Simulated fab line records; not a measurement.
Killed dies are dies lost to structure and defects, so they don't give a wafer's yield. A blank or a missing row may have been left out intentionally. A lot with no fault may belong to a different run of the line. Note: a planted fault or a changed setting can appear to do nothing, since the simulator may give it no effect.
Chamber matching :: flow n5_finfet :: N5_FIN_CUT_ETCH_21 on rie_diel-05 has 4 sister chambers
The step etches SOC in N2/H2, target depth 219 nm, overetch 43.8 nm, time 523.5 s. 4 wafers are shown with their chamber, then 9 later ones without.

== WAFERS, EACH WITH ITS CHAMBER ==
wafer: L087.3
chamber: 1
showerhead_plenum_p_Torr (Torr): 2.43

wafer: L090.1
chamber: 0
showerhead_plenum_p_Torr (Torr): 2.68

wafer: L090.2
chamber: 3
showerhead_plenum_p_Torr (Torr): 2.64

wafer: L090.3
chamber: 2
showerhead_plenum_p_Torr (Torr): 2.63

== WAFERS MISSING THEIR CHAMBER ==
wafer: L092.1
showerhead_plenum_p_Torr (Torr): 2.68

wafer: L092.2
showerhead_plenum_p_Torr (Torr): 2.64

wafer: L092.3
showerhead_plenum_p_Torr (Torr): 2.42

wafer: L092.4
showerhead_plenum_p_Torr (Torr): 2.63

wafer: L092.5
showerhead_plenum_p_Torr (Torr): 2.42

wafer: L092.6
showerhead_plenum_p_Torr (Torr): 2.63

wafer: L093.1
showerhead_plenum_p_Torr (Torr): 2.68

wafer: L093.3
showerhead_plenum_p_Torr (Torr): 2.64

wafer: L093.5
showerhead_plenum_p_Torr (Torr): 2.64

== EACH ONE'S CHAMBER ==
wafer: L092.1
from the rows above: 0
in truth: 0

wafer: L092.2
from the rows above: 3
in truth: 3

wafer: L092.3
from the rows above: 1
in truth: 1

wafer: L092.4
from the rows above: 2
in truth: 2

wafer: L092.5
from the rows above: 1
in truth: 1

wafer: L092.6
from the rows above: 2
in truth: 2

wafer: L093.1
from the rows above: 0
in truth: 0

wafer: L093.3
from the rows above: 3
in truth: 3

wafer: L093.5
from the rows above: 3
in truth: 3
9 of 9 placed correctly. Number that these rows cannot place: 0. Placed wrongly: 0.
How it was worked out, from the rows above alone: a wafer's distance from a chamber is the root of the sum, over the readings, of the square of ((its reading less the chamber's mean) divided by the reading's scatter). The wafer belongs to the nearest chamber; if the next one is less than 2 further off, it can't be placed. Each chamber's mean is taken over the wafers shown for it. The scatter (one wafer shown for each chamber): square how far every hidden wafer sits from the nearest shown wafer, average those squares and take the square root.
